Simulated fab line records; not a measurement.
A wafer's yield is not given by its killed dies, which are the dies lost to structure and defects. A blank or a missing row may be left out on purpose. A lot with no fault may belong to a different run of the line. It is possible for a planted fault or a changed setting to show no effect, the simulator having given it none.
fab line records	flow n5-finfet
record: lots: 24	wafers: 72	last-day: 18
route steps=1938 shown BEOL_M2@891
lots that met no fault: from a run of the same line without faults
start-h: the number of hours between the record's first day and the start of the first shown wafer of the lot	wait-h: hours from the lot's prior step to this one	" same as the row above	L1.1+2: a row that stands for several wafers	- no value, or no start was given	* or withheld: withheld	< > ~ a bound
route shown NAME@n: a module of which the file shows steps, and the number in the route of the first	usual: mean and standard deviation over wafers with no fault	same: alike in all rows	chamber/n: place in a boat	sites: per-site readings	_std_site: how widely they spread, as a standard deviation	_edge_site: outer sites' mean less inner sites'	radius-mm: how far each site lies from the wafer's centre	mask NAME#n: copy n	behind: tool/chamber where the wafer was last shaped	hold: what put the lot on hold/how long, in hours/how the hold closed	device: which transistor (n, p or np) failed to switch	end of line: the route-end tests of the same wafers	a step without rows: its recipe alone	killed: at the first sort, the dies lost to defects and structure; wafer yield is something else	map: shows each die of a wafer: x if killed, . if not, _ if none is there
set.NAME: the setting the step ran with; set.NAME@STEP: the setting that earlier step ran with	model.NAME: the simulator's own value behind a step, which no gauge read
route steps across a sampled set of lots; one table per step, one row per wafer
services: when a tool's chamber went out of use (start-h, in hours from the record's first day, below 0 if earlier), for how many hours, and the reason
== steps ==
step: N5_BEOL_M2_ETCH_41
recipe: chemistry: CH3F/O2	target: SiCN	target-depth-a: 299	taper-deg: 2	time-s: 52.5	ion-energy-ev: 120	mask-material: TiN	pressure-mtorr: 30	source-w: 395	bias-w: 75	Ar_flow_sccm: 150	CH3F_flow_sccm: 30	O2_flow_sccm: 20
usual: drypump-motor-current-A: 5.7/0.47	oes-product-au: 0.81/0.091	rf-vpp-V: 296.7/1.1	showerhead-plenum-p-Torr: 1.97/0.04	throttle-valve-pct: 16.28/0.28
same: time-s: 52.5
lot.wafer	tool	chamber	start-h	wait-h	drypump-motor-current-A	oes-product-au	rf-hours-counter-h	rf-vpp-V	showerhead-plenum-p-Torr	throttle-valve-pct
L074.3	rie-diel-01	0	-	-	4.8	0.68	228	297.7	1.99	16.78
L074.4	"	0	"	"	4.9	0.69	-	296.4	1.99	16.78
L074.5	"	2	"	"	5.8	0.87	-	295.0	1.96	16.29
L075.3	rie-diel-01	0	-	-	4.9	0.68	231	296.7	1.99	16.79
L075.4	"	2	"	"	5.8	0.88	-	296.8	1.96	16.29
L075.6	"	0	"	"	4.9	0.69	-	297.3	1.99	16.78
L076.1	rie-diel-03	3	-	-	5.8	0.79	104	297.7	2.02	16.45
L076.2	"	0	"	"	5.2	0.71	194	294.9	1.91	16.34
L076.5	"	0	"	"	5.2	0.71	-	295.0	1.91	16.35
L077.1	rie-diel-03	1	-	-	5.9	0.92	23	297.5	2.03	15.79
L077.3	"	0	"	"	5.2	0.71	195	296.0	1.91	16.33
L077.6	"	0	"	"	5.2	0.72	-	295.0	1.91	16.34
L079.1	rie-diel-03	0	-	-	5.2	0.71	196	295.4	1.91	16.32
L079.3	"	3	"	"	5.8	0.78	106	298.3	2.02	16.45
L079.5	"	0	"	"	5.2	0.71	-	297.5	1.91	16.33
L080.1	rie-diel-03	1	-	-	5.8	0.93	24	297.9	2.03	15.77
L080.4	"	1	"	"	5.9	0.93	-	297.4	2.03	15.78
L080.5	"	3	"	"	5.8	0.78	-	299.0	2.02	16.48
L078.1	rie-diel-06	0	-	-	5.7	0.78	119	296.5	1.93	16.09
L078.4	"	3	"	"	6.0	0.66	233	297.9	1.97	16.68
L078.5	"	1	"	"	5.7	0.70	-	297.2	1.97	16.50
L081.1	rie-diel-01	1	-	-	6.3	0.96	2	296.0	1.96	16.08
L081.3	"	0	"	"	4.8	0.68	235	295.5	1.98	16.80
L081.6	"	0	"	"	4.8	0.68	-	297.8	1.98	16.81
L082.1	rie-diel-01	1	-	-	6.3	0.95	3	296.0	1.96	16.06
L082.4	"	2	"	"	5.8	0.88	33	298.0	1.96	16.29
L082.5	"	2	"	"	5.8	0.87	-	296.0	1.96	16.30
L084.2	rie-diel-01	3	-	-	6.1	0.81	84	296.8	1.94	15.94
L084.5	"	3	"	"	6.0	0.82	-	297.5	1.94	15.94
L084.6	"	0	"	"	4.9	0.68	-	296.9	1.98	16.81
L083.3	rie-diel-06	3	-	-	6.0	0.65	237	297.4	1.97	16.69
L083.5	"	1	"	"	5.7	0.69	-	297.2	1.97	16.50
L083.6	"	0	"	"	5.7	0.78	-	295.3	1.93	16.08
L085.2	rie-diel-01	1	-	-	6.3	0.94	8	296.3	1.96	16.09
L085.3	"	2	"	"	5.8	0.87	38	296.3	1.96	16.30
L085.5	"	2	"	"	5.8	0.86	-	295.9	1.96	16.30
L086.2	rie-diel-01	2	-	-	5.8	0.86	39	296.1	1.96	16.31
L086.3	"	1	"	"	6.3	0.94	10	296.6	1.96	16.09
L086.6	"	1	"	"	6.3	0.94	-	297.8	1.96	16.09
L087.3	rie-diel-06	2	-	-	4.9	0.88	61	297.0	2.02	16.41
L087.4	"	0	"	"	5.7	0.77	137	296.4	1.93	16.12
L087.5	"	2	"	"	4.9	0.88	-	296.5	2.02	16.41
L088.1	rie-diel-06	2	-	-	4.9	0.89	61	296.7	2.02	16.43
L088.2	"	1	"	"	5.8	0.68	234	296.9	1.96	16.53
L088.3	"	0	"	"	5.7	0.77	137	295.6	1.93	16.11
L089.1	rie-diel-01	1	-	-	6.3	0.90	22	296.5	1.96	16.13
L089.3	"	2	"	"	5.8	0.84	52	297.7	1.95	16.34
L089.5	"	3	"	"	6.1	0.80	-	293.9	1.94	15.97
L090.1	rie-diel-06	2	-	-	4.9	0.88	64	298.1	2.02	16.42
L090.2	"	1	"	"	5.7	0.69	237	298.4	1.96	16.54
L090.6	"	1	"	"	5.8	0.68	-	296.0	1.96	16.54
L091.1	rie-diel-03	3	-	-	5.8	0.77	125	297.1	2.01	16.51
L091.4	"	1	"	"	5.9	0.89	43	299.5	2.02	15.83
L091.5	"	1	"	"	5.9	0.87	-	299.4	2.02	15.83
L092.2	rie-diel-01	1	-	-	6.3	0.89	30	297.7	1.95	16.12
L092.4	"	2	"	"	5.8	0.82	60	295.3	1.95	16.34
L092.6	"	0	"	"	4.8	0.96	-	296.1	1.98	16.40
L093.2	rie-diel-06	1	-	-	5.8	0.68	245	297.1	1.96	16.57
L093.3	"	2	"	"	4.9	0.88	73	295.8	2.02	16.44
L093.6	"	3	"	"	6.0	0.98	-	295.7	1.97	16.20
L094.1	rie-diel-01	0	-	-	4.8	0.96	4	296.9	1.98	16.40
L094.2	"	3	"	"	6.1	0.79	107	295.4	1.94	15.99
L094.4	"	2	"	"	5.8	0.83	60	295.2	1.95	16.34
L095.4	rie-diel-01	2	-	-	5.8	0.83	62	297.2	1.95	16.37
L095.5	"	2	"	"	5.8	0.83	-	295.7	1.95	16.37
L095.6	"	1	"	"	6.4	0.87	-	296.0	1.95	16.12
L097.2	rie-diel-01	0	-	-	4.8	0.95	8	297.4	1.98	16.41
L097.3	"	3	"	"	6.1	0.79	110	296.6	1.93	16.00
L097.6	"	1	"	"	6.3	0.88	-	296.3	1.95	16.14
L096.1	rie-diel-01	2	-	-	5.8	0.82	64	296.5	1.95	16.37
L096.3	"	1	"	"	6.3	0.86	34	296.3	1.95	16.13
L096.5	"	3	"	"	6.1	0.79	-	296.7	1.93	15.98
step: N5_BEOL_M2_STRIP_97
recipe: chemistry: N2/H2	time-s: 10	power-w: 450	temp-c: 40	pressure-mtorr: 20	rf-frequency-hz: 6e+07	bias-power-w: 7	n2-flow-sccm: 200	h2-flow-sccm: 200
usual: drypump-motor-current-A: 5.7/0.47	oes-product-au: 0.82/0.093	rf-vpp-V: 59.0/0.82	showerhead-plenum-p-Torr: 2.49/0.056	throttle-valve-pct: 23.5/0.33
same: time-s: 10
lot.wafer	tool	chamber	start-h	wait-h	drypump-motor-current-A	oes-product-au	rf-hours-counter-h	rf-vpp-V	showerhead-plenum-p-Torr	throttle-valve-pct
L074.3	rie-diel-01	0	-	-	4.9	0.67	228	59.3	2.50	23.9
L074.4	"	0	"	"	4.9	0.67	-	59.6	2.50	23.9
L074.5	"	2	"	"	5.8	0.90	-	59.1	2.47	23.5
L075.3	rie-diel-01	0	-	-	4.9	0.67	231	58.5	2.50	23.9
L075.4	"	2	"	"	5.8	0.90	-	58.7	2.47	23.5
L075.6	"	0	"	"	4.9	0.67	-	59.2	2.50	23.9
L076.1	rie-diel-03	3	-	-	5.8	0.79	104	58.6	2.57	23.9
L076.2	"	0	"	"	5.2	0.72	194	56.8	2.43	23.9
L076.5	"	0	"	"	5.2	0.71	-	58.3	2.43	23.9
L077.1	rie-diel-03	1	-	-	5.9	0.92	23	60.8	2.59	23.0
L077.3	"	0	"	"	5.2	0.71	195	58.9	2.43	23.9
L077.6	"	0	"	"	5.2	0.72	-	59.4	2.43	23.9
L079.1	rie-diel-03	0	-	-	5.2	0.71	196	59.6	2.43	23.9
L079.3	"	3	"	"	5.8	0.79	106	59.5	2.57	23.9
L079.5	"	0	"	"	5.2	0.71	-	57.5	2.43	23.9
L080.1	rie-diel-03	1	-	-	5.9	0.92	24	59.6	2.59	23.0
L080.4	"	1	"	"	5.9	0.92	-	59.1	2.59	23.0
L080.5	"	3	"	"	5.8	0.79	-	60.7	2.57	23.9
L078.1	rie-diel-06	0	-	-	5.7	0.79	119	60.0	2.43	23.1
L078.4	"	3	"	"	6.0	0.66	233	60.3	2.50	24.0
L078.5	"	1	"	"	5.8	0.69	-	58.9	2.49	23.6
L081.1	rie-diel-01	1	-	-	6.3	0.96	2	58.8	2.47	23.2
L081.3	"	0	"	"	4.8	0.68	235	60.4	2.50	23.9
L081.6	"	0	"	"	4.8	0.68	-	58.7	2.50	23.9
L082.1	rie-diel-01	1	-	-	6.3	0.96	3	59.4	2.47	23.2
L082.4	"	2	"	"	5.8	0.89	33	58.8	2.46	23.5
L082.5	"	2	"	"	5.8	0.89	-	58.5	2.46	23.5
L084.2	rie-diel-01	3	-	-	6.1	0.82	84	58.6	2.46	23.2
L084.5	"	3	"	"	6.1	0.82	-	58.7	2.46	23.2
L084.6	"	0	"	"	4.8	0.67	-	58.4	2.50	24.0
L083.3	rie-diel-06	3	-	-	6.0	0.66	237	58.7	2.50	24.0
L083.5	"	1	"	"	5.8	0.68	-	59.1	2.49	23.7
L083.6	"	0	"	"	5.8	0.78	-	58.6	2.43	23.1
L085.2	rie-diel-01	1	-	-	6.3	0.94	8	59.5	2.47	23.2
L085.3	"	2	"	"	5.8	0.88	38	59.5	2.46	23.6
L085.5	"	2	"	"	5.8	0.89	-	60.3	2.46	23.6
L086.2	rie-diel-01	2	-	-	5.8	0.89	39	58.8	2.46	23.6
L086.3	"	1	"	"	6.3	0.94	10	57.2	2.47	23.2
L086.6	"	1	"	"	6.3	0.94	-	58.5	2.47	23.2
L087.3	rie-diel-06	2	-	-	4.9	0.88	61	58.3	2.58	24.0
L087.4	"	0	"	"	5.7	0.77	137	59.0	2.43	23.2
L087.5	"	2	"	"	4.9	0.88	-	59.5	2.58	24.0
L088.1	rie-diel-06	2	-	-	4.9	0.88	61	58.7	2.58	24.0
L088.2	"	1	"	"	5.7	0.68	234	58.8	2.48	23.7
L088.3	"	0	"	"	5.7	0.78	137	58.5	2.43	23.1
L089.1	rie-diel-01	1	-	-	6.3	0.90	22	58.6	2.46	23.2
L089.3	"	2	"	"	5.8	0.85	52	58.5	2.46	23.6
L089.5	"	3	"	"	6.1	0.80	-	58.8	2.45	23.3
L090.1	rie-diel-06	2	-	-	4.9	0.89	64	58.6	2.58	24.0
L090.2	"	1	"	"	5.8	0.68	237	59.7	2.48	23.7
L090.6	"	1	"	"	5.7	0.68	-	59.6	2.48	23.7
L091.1	rie-diel-03	3	-	-	5.8	0.77	125	58.4	2.56	23.9
L091.4	"	1	"	"	5.9	0.87	43	59.1	2.58	23.0
L091.5	"	1	"	"	5.9	0.88	-	58.6	2.58	23.0
L092.2	rie-diel-01	1	-	-	6.3	0.89	30	58.7	2.46	23.2
L092.4	"	2	"	"	5.8	0.85	60	59.3	2.45	23.6
L092.6	"	0	"	"	4.9	0.94	-	59.0	2.49	23.8
L093.2	rie-diel-06	1	-	-	5.8	0.68	245	57.0	2.48	23.7
L093.3	"	2	"	"	4.9	0.88	73	59.4	2.57	24.0
L093.6	"	3	"	"	6.0	0.98	-	57.1	2.49	23.5
L094.1	rie-diel-01	0	-	-	4.8	0.94	4	58.7	2.49	23.8
L094.2	"	3	"	"	6.1	0.80	107	58.3	2.45	23.3
L094.4	"	2	"	"	5.8	0.85	60	59.4	2.45	23.6
L095.4	rie-diel-01	2	-	-	5.8	0.85	62	59.5	2.45	23.6
L095.5	"	2	"	"	5.8	0.86	-	59.8	2.45	23.6
L095.6	"	1	"	"	6.3	0.88	-	59.1	2.46	23.2
L097.2	rie-diel-01	0	-	-	4.8	0.92	8	59.4	2.49	23.8
L097.3	"	3	"	"	6.1	0.80	110	59.0	2.45	23.3
L097.6	"	1	"	"	6.3	0.88	-	58.3	2.46	23.2
L096.1	rie-diel-01	2	-	-	5.8	0.85	64	58.5	2.45	23.6
L096.3	"	1	"	"	6.3	0.87	34	59.2	2.46	23.2
L096.5	"	3	"	"	6.1	0.81	-	57.9	2.45	23.3
step: N5_BEOL_M2_SURFACE_TREAT_85
recipe: gas: Ar	time-s: *	ion-energy-ev: *	ion-current-ma-cm2: 0.5	pressure-mtorr: *	ar-flow-sccm: 30
usual: throttle-valve-pct: *
same: time-s: *
lot.wafer	tool	chamber	start-h	wait-h	throttle-valve-pct
L074.3	pvd-sputter-02	-	170.83	0.2	*
L074.4	"	-	"	"	*
L074.5	"	-	"	"	*
L075.3	pvd-sputter-03	-	176.97	0.2	*
L075.4	"	-	"	"	*
L075.6	"	-	"	"	*
L076.1	pvd-sputter-01	-	177.88	0.6	*
L076.2	"	-	"	"	*
L076.5	"	-	"	"	*
L077.1	pvd-sputter-02	-	179.00	0.5	*
L077.3	"	-	"	"	*
L077.6	"	-	"	"	*
L079.1	pvd-sputter-02	-	180.36	0.2	*
L079.3	"	-	"	"	*
L079.5	"	-	"	"	*
L080.1	pvd-sputter-02	-	180.60	0.2	*
L080.4	"	-	"	"	*
L080.5	"	-	"	"	*
L078.1	pvd-sputter-01	-	183.76	0.1	*
L078.4	"	-	"	"	*
L078.5	"	-	"	"	*
L081.1	pvd-sputter-02	-	186.77	0.1	*
L081.3	"	-	"	"	*
L081.6	"	-	"	"	*
L082.1	pvd-sputter-02	-	189.91	0.1	*
L082.4	"	-	"	"	*
L082.5	"	-	"	"	*
L084.2	pvd-sputter-03	-	200.93	0.4	*
L084.5	"	-	"	"	*
L084.6	"	-	"	"	*
L083.3	pvd-sputter-03	-	200.97	0.3	*
L083.5	"	-	"	"	*
L083.6	"	-	"	"	*
L085.2	pvd-sputter-01	-	207.23	0.3	*
L085.3	"	-	"	"	*
L085.5	"	-	"	"	*
L086.2	pvd-sputter-01	-	217.70	0.1	*
L086.3	"	-	"	"	*
L086.6	"	-	"	"	*
L087.3	pvd-sputter-01	-	242.41	0.1	*
L087.4	"	-	"	"	*
L087.5	"	-	"	"	*
L088.1	pvd-sputter-01	-	242.81	0.1	*
L088.2	"	-	"	"	*
L088.3	"	-	"	"	*
L089.1	pvd-sputter-02	-	247.91	0.1	*
L089.3	"	-	"	"	*
L089.5	"	-	"	"	*
L090.1	pvd-sputter-01	-	247.94	0.2	*
L090.2	"	-	"	"	*
L090.6	"	-	"	"	*
L091.1	pvd-sputter-01	-	265.28	0.1	*
L091.4	"	-	"	"	*
L091.5	"	-	"	"	*
L092.2	pvd-sputter-03	-	268.53	0.2	*
L092.4	"	-	"	"	*
L092.6	"	-	"	"	*
L093.2	pvd-sputter-03	-	268.65	0.2	*
L093.3	"	-	"	"	*
L093.6	"	-	"	"	*
L094.1	pvd-sputter-03	-	268.97	0.1	*
L094.2	"	-	"	"	*
L094.4	"	-	"	"	*
L095.4	pvd-sputter-02	-	275.89	0.4	*
L095.5	"	-	"	"	*
L095.6	"	-	"	"	*
L097.2	pvd-sputter-01	-	279.69	0.2	*
L097.3	"	-	"	"	*
L097.6	"	-	"	"	*
L096.1	pvd-sputter-03	-	280.40	0.3	*
L096.3	"	-	"	"	*
L096.5	"	-	"	"	*
step: N5_BEOL_M2_ANNEAL_91
recipe: temp-c: 400	time-s: 240	ambient: vacuum
usual: heater-power-w: 836/91
same: time-s: 240
lot.wafer	tool	chamber	start-h	wait-h	heater-power-w
L074.3	pvd-sputter-01	-	172.28	0.0	965
L074.4	"	-	"	"	652
L074.5	"	-	"	"	784
L075.3	pvd-sputter-03	-	178.55	0.0	915
L075.4	"	-	"	"	798
L075.6	"	-	"	"	940
L076.1	pvd-sputter-01	-	179.30	0.0	755
L076.2	"	-	"	"	658
L076.5	"	-	"	"	784
L077.1	pvd-sputter-03	-	180.49	0.0	855
L077.3	"	-	"	"	933
L077.6	"	-	"	"	824
L079.1	pvd-sputter-02	-	181.82	0.0	752
L079.3	"	-	"	"	804
L079.5	"	-	"	"	842
L080.1	pvd-sputter-01	-	182.06	0.0	938
L080.4	"	-	"	"	772
L080.5	"	-	"	"	646
L078.1	pvd-sputter-03	-	186.95	0.0	975
L078.4	"	-	"	"	813
L078.5	"	-	"	"	804
L081.1	pvd-sputter-03	-	188.79	0.0	932
L081.3	"	-	"	"	807
L081.6	"	-	"	"	921
L082.1	pvd-sputter-03	-	191.48	0.0	837
L082.4	"	-	"	"	988
L082.5	"	-	"	"	850
L084.2	pvd-sputter-02	-	202.40	0.0	832
L084.5	"	-	"	"	826
L084.6	"	-	"	"	749
L083.3	pvd-sputter-03	-	202.59	0.0	864
L083.5	"	-	"	"	855
L083.6	"	-	"	"	944
L085.2	pvd-sputter-01	-	208.63	0.0	680
L085.3	"	-	"	"	775
L085.5	"	-	"	"	649
L086.2	pvd-sputter-01	-	220.02	0.0	793
L086.3	"	-	"	"	777
L086.6	"	-	"	"	962
L087.3	pvd-sputter-02	-	243.90	0.0	773
L087.4	"	-	"	"	833
L087.5	"	-	"	"	808
L088.1	pvd-sputter-01	-	244.29	0.0	669
L088.2	"	-	"	"	784
L088.3	"	-	"	"	994
L089.1	pvd-sputter-01	-	249.31	0.0	972
L089.3	"	-	"	"	659
L089.5	"	-	"	"	940
L090.1	pvd-sputter-02	-	249.38	0.0	756
L090.2	"	-	"	"	835
L090.6	"	-	"	"	802
L091.1	pvd-sputter-03	-	266.74	0.0	798
L091.4	"	-	"	"	860
L091.5	"	-	"	"	942
L092.2	pvd-sputter-02	-	270.10	0.0	775
L092.4	"	-	"	"	837
L092.6	"	-	"	"	838
L093.2	pvd-sputter-03	-	270.23	0.0	969
L093.3	"	-	"	"	775
L093.6	"	-	"	"	951
L094.1	pvd-sputter-01	-	270.59	0.0	965
L094.2	"	-	"	"	792
L094.4	"	-	"	"	659
L095.4	pvd-sputter-03	-	277.34	0.0	810
L095.5	"	-	"	"	918
L095.6	"	-	"	"	795
L097.2	pvd-sputter-02	-	281.15	0.0	824
L097.3	"	-	"	"	783
L097.6	"	-	"	"	845
L096.1	pvd-sputter-03	-	281.86	0.0	933
L096.3	"	-	"	"	803
L096.5	"	-	"	"	956
step: N5_BEOL_M2_SPUTTER_94
recipe: material: Cu	target-thk-a: 45	temp-c: -20	chamber-pressure-pa: 0.07	power-w: withheld	time-s: 8.29
usual: chuck-gas-flow-sccm: 1.26/0.056	throttle-valve-pct: 30.2/1.5
same: time-s: 8.29
lot.wafer	tool	chamber	start-h	wait-h	chuck-gas-flow-sccm	throttle-valve-pct
L074.3	pvd-sputter-01	-	172.64	0.1	1.24	31.2
L074.4	"	-	"	"	1.20	30.4
L074.5	"	-	"	"	1.34	29.6
L075.3	pvd-sputter-03	-	178.91	0.1	1.22	33.6
L075.4	"	-	"	"	1.26	30.1
L075.6	"	-	"	"	1.21	33.4
L076.1	pvd-sputter-01	-	179.66	0.1	1.40	28.9
L076.2	"	-	"	"	1.20	30.9
L076.5	"	-	"	"	1.34	29.6
L077.1	pvd-sputter-03	-	180.85	0.1	1.37	27.4
L077.3	"	-	"	"	1.26	33.6
L077.6	"	-	"	"	1.29	27.5
L079.1	pvd-sputter-02	-	182.18	0.1	1.24	30.8
L079.3	"	-	"	"	1.28	30.5
L079.5	"	-	"	"	1.24	29.9
L080.1	pvd-sputter-01	-	182.42	0.1	1.29	30.9
L080.4	"	-	"	"	1.22	29.5
L080.5	"	-	"	"	1.21	30.6
L078.1	pvd-sputter-03	-	187.31	0.1	1.28	29.5
L078.4	"	-	"	"	1.22	30.2
L078.5	"	-	"	"	1.23	29.9
L081.1	pvd-sputter-03	-	189.15	0.1	1.29	33.6
L081.3	"	-	"	"	1.17	30.2
L081.6	"	-	"	"	1.21	33.8
L082.1	pvd-sputter-03	-	191.84	0.1	1.32	27.1
L082.4	"	-	"	"	1.23	29.3
L082.5	"	-	"	"	1.21	27.2
L084.2	pvd-sputter-02	-	202.76	0.1	1.29	29.9
L084.5	"	-	"	"	1.30	30.6
L084.6	"	-	"	"	1.29	31.1
L083.3	pvd-sputter-03	-	202.95	0.1	1.29	27.4
L083.5	"	-	"	"	1.32	27.4
L083.6	"	-	"	"	1.13	33.7
L085.2	pvd-sputter-01	-	208.99	0.1	1.38	30.9
L085.3	"	-	"	"	1.21	29.5
L085.5	"	-	"	"	1.30	30.6
L086.2	pvd-sputter-01	-	220.38	0.1	1.22	28.9
L086.3	"	-	"	"	1.28	29.5
L086.6	"	-	"	"	1.17	30.9
L087.3	pvd-sputter-02	-	244.26	0.1	1.22	31.0
L087.4	"	-	"	"	1.27	30.5
L087.5	"	-	"	"	1.27	30.8
L088.1	pvd-sputter-01	-	244.65	0.1	1.23	30.7
L088.2	"	-	"	"	1.26	29.7
L088.3	"	-	"	"	1.31	31.0
L089.1	pvd-sputter-01	-	249.67	0.1	1.24	31.1
L089.3	"	-	"	"	1.41	30.6
L089.5	"	-	"	"	1.23	31.1
L090.1	pvd-sputter-02	-	249.74	0.1	1.24	30.9
L090.2	"	-	"	"	1.36	29.4
L090.6	"	-	"	"	1.27	30.5
L091.1	pvd-sputter-03	-	267.10	0.1	1.24	29.9
L091.4	"	-	"	"	1.31	27.3
L091.5	"	-	"	"	1.22	33.6
L092.2	pvd-sputter-02	-	270.46	0.1	1.28	31.0
L092.4	"	-	"	"	1.24	30.2
L092.6	"	-	"	"	1.28	30.6
L093.2	pvd-sputter-03	-	270.59	0.1	1.22	29.3
L093.3	"	-	"	"	1.33	30.0
L093.6	"	-	"	"	1.15	29.4
L094.1	pvd-sputter-01	-	270.95	0.1	1.27	30.9
L094.2	"	-	"	"	1.32	28.9
L094.4	"	-	"	"	1.31	30.9
L095.4	pvd-sputter-03	-	277.70	0.1	1.27	30.2
L095.5	"	-	"	"	1.17	33.6
L095.6	"	-	"	"	1.25	30.0
L097.2	pvd-sputter-02	-	281.51	0.1	1.34	29.8
L097.3	"	-	"	"	1.20	30.4
L097.6	"	-	"	"	1.24	29.5
L096.1	pvd-sputter-03	-	282.22	0.1	1.30	33.7
L096.3	"	-	"	"	1.24	30.0
L096.5	"	-	"	"	1.26	29.7
step: N5_BEOL_M2_CMP_52
recipe: stop-on: SiOC	t-overpolish-s: 6.8	down-force-psi: 1	platen-rpm: 50	clearing-platen-down-force-psi: 1.5	clearing-platen-rpm: 50	post-cmp-clean: cu-alkaline	target-thk-nm: 40	clearing-platen-pad-velocity-m-s: 0.99484	pad-velocity-m-s: 0.99484
usual: barrier-field-endpoint-s: 24.6/0.63	motor-current-A: 6.0/0.63	overpolish-run-s: 6.800/0.0084	time-to-endpoint-s: 61.8/2.9
lot.wafer	tool	chamber	start-h	wait-h	barrier-field-endpoint-s	motor-current-A	overpolish-run-s	time-to-endpoint-s
L074.3	cmp-04	3	173.35	0.2	24.4	6.7	6.795	62.3
L074.4	"	2	"	"	25.1	5.3	6.806	59.9
L074.5	"	0	"	"	24.9	4.9	6.796	59.5
L075.4	cmp-02	1	179.64	0.1	24.4	5.4	6.798	57.4
L075.3	"	0	"	"	24.4	6.3	6.790	61.1
L075.6	"	2	"	"	25.1	6.4	6.796	61.7
L076.1	cmp-04	0	180.45	0.3	24.6	5.0	6.800	61.1
L076.2	"	1	"	"	23.4	6.2	6.799	60.4
L076.5	"	3	"	"	25.0	7.0	6.799	61.2
L077.3	cmp-02	1	181.56	0.2	24.2	5.5	6.796	61.1
L077.1	"	3	"	"	25.1	6.5	6.804	63.1
L077.6	"	1	"	"	24.1	5.3	6.800	58.4
L079.3	cmp-02	3	182.94	0.2	24.2	5.9	6.786	58.3
L079.1	"	1	"	"	23.7	5.4	6.799	57.8
L079.5	"	3	"	"	24.0	6.4	6.801	58.4
L080.4	cmp-01	0	183.13	0.1	25.3	6.7	6.807	67.2
L080.1	"	3	"	"	24.4	5.1	6.797	67.5
L080.5	"	0	"	"	24.9	6.6	6.795	66.6
L078.1	cmp-01	3	188.02	0.3	24.2	5.2	6.807	62.5
L078.4	"	0	"	"	25.3	6.5	6.798	65.7
L078.5	"	0	"	"	24.9	6.5	6.812	65.0
L081.3	cmp-01	2	190.24	0.5	23.5	5.8	6.803	60.2
L081.1	"	3	"	"	23.0	5.4	6.805	57.8
L081.6	"	1	"	"	24.6	6.4	6.795	63.5
L082.1	cmp-01	3	192.69	0.3	24.3	5.3	6.813	58.9
L082.4	"	0	"	"	25.9	6.7	6.807	68.0
L082.5	"	0	"	"	25.3	6.3	6.795	64.5
L084.2	cmp-04	0	204.12	0.4	24.3	5.0	6.785	59.5
L084.5	"	0	"	"	23.3	5.2	6.802	58.6
L084.6	"	1	"	"	24.0	5.9	6.811	60.4
L083.3	cmp-02	0	204.28	0.2	24.6	6.3	6.809	63.2
L083.5	"	2	"	"	25.1	6.2	6.796	62.9
L083.6	"	3	"	"	24.7	5.9	6.801	61.3
L085.2	cmp-02	3	209.75	0.3	24.9	6.6	6.788	59.9
L085.3	"	0	"	"	24.5	6.0	6.798	59.8
L085.5	"	3	"	"	25.3	6.6	6.799	60.8
L086.3	cmp-01	1	221.38	0.2	26.0	6.3	6.797	67.3
L086.2	"	3	"	"	24.7	5.2	6.807	63.6
L086.6	"	0	"	"	25.6	6.5	6.804	65.8
L087.4	cmp-02	2	245.82	0.1	24.1	6.4	6.798	58.8
L087.3	"	1	"	"	23.8	5.5	6.814	57.6
L087.5	"	3	"	"	24.2	6.6	6.814	59.6
L088.1	cmp-04	1	246.21	0.3	24.3	6.0	6.792	63.5
L088.3	"	3	"	"	25.3	7.0	6.781	65.2
L088.2	"	0	"	"	24.9	5.0	6.788	61.3
L089.3	cmp-04	3	250.49	0.2	25.0	6.5	6.796	63.0
L089.1	"	0	"	"	24.8	5.3	6.796	60.8
L089.5	"	2	"	"	25.9	5.4	6.801	65.2
L090.1	cmp-01	3	250.87	0.3	24.8	5.0	6.786	65.4
L090.2	"	1	"	"	24.8	6.5	6.806	67.3
L090.6	"	0	"	"	26.3	6.4	6.793	67.1
L091.1	cmp-04	2	268.10	0.3	25.4	5.1	6.806	64.1
L091.4	"	0	"	"	24.6	5.2	6.795	58.6
L091.5	"	1	"	"	23.9	6.0	6.794	57.0
L092.4	cmp-04	0	271.35	0.3	24.7	5.3	6.796	61.7
L092.2	"	3	"	"	24.9	7.1	6.803	61.6
L092.6	"	1	"	"	24.8	6.3	6.790	60.5
L093.2	cmp-04	3	271.61	0.3	24.7	7.2	6.812	62.7
L093.3	"	0	"	"	23.9	5.0	6.789	57.6
L093.6	"	3	"	"	24.7	6.7	6.798	63.2
L094.2	cmp-04	0	271.80	0.3	23.7	5.2	6.799	59.3
L094.4	"	1	"	"	24.1	6.0	6.793	58.5
L094.1	"	3	"	"	24.9	6.9	6.803	64.1
L095.4	cmp-04	1	278.48	0.2	24.0	5.9	6.793	58.0
L095.6	"	3	"	"	24.7	6.8	6.796	64.0
L095.5	"	0	"	"	24.7	5.1	6.801	59.6
L097.3	cmp-02	3	282.26	0.2	24.6	6.0	6.809	62.4
L097.2	"	0	"	"	23.8	6.1	6.802	60.9
L097.6	"	3	"	"	24.4	6.5	6.790	61.3
L096.3	cmp-01	2	283.20	0.2	23.9	5.3	6.816	62.2
L096.1	"	3	"	"	23.0	5.3	6.800	54.8
L096.5	"	0	"	"	24.5	6.5	6.812	60.6
== services ==
tool	chamber	start-h	hours	kind
cmp-01	-	152.68	1.9	repair
rie-diel-06	1	153.08	4.2	repair
cmp-02	-	156.04	6.4	pm
pvd-sputter-02	-	159.51	2.8	repair
cmp-02	-	183.32	16.4	pm
cmp-01	-	183.94	1.7	repair
cmp-04	-	185.89	8.7	pm
cmp-02	-	200.38	0.2	repair
cmp-01	-	200.65	5.8	pm
rie-diel-03	2	201.74	28.7	repair
pvd-sputter-02	-	207.13	4.6	repair
cmp-01	-	213.24	2.2	repair
rie-diel-06	1	214.36	13.2	repair
rie-diel-03	-	219.88	28.1	pm
cmp-04	-	221.30	4.0	pm
pvd-sputter-03	-	239.40	1.2	repair
cmp-01	-	239.82	5.8	repair
cmp-02	-	246.69	7.8	pm
cmp-01	-	247.03	0.3	repair
cmp-01	-	247.35	1.5	repair
cmp-04	-	253.92	7.0	pm
cmp-01	-	260.03	0.9	repair
cmp-01	-	267.74	4.1	pm
cmp-01	-	277.06	4.0	pm
== key ==
fault none
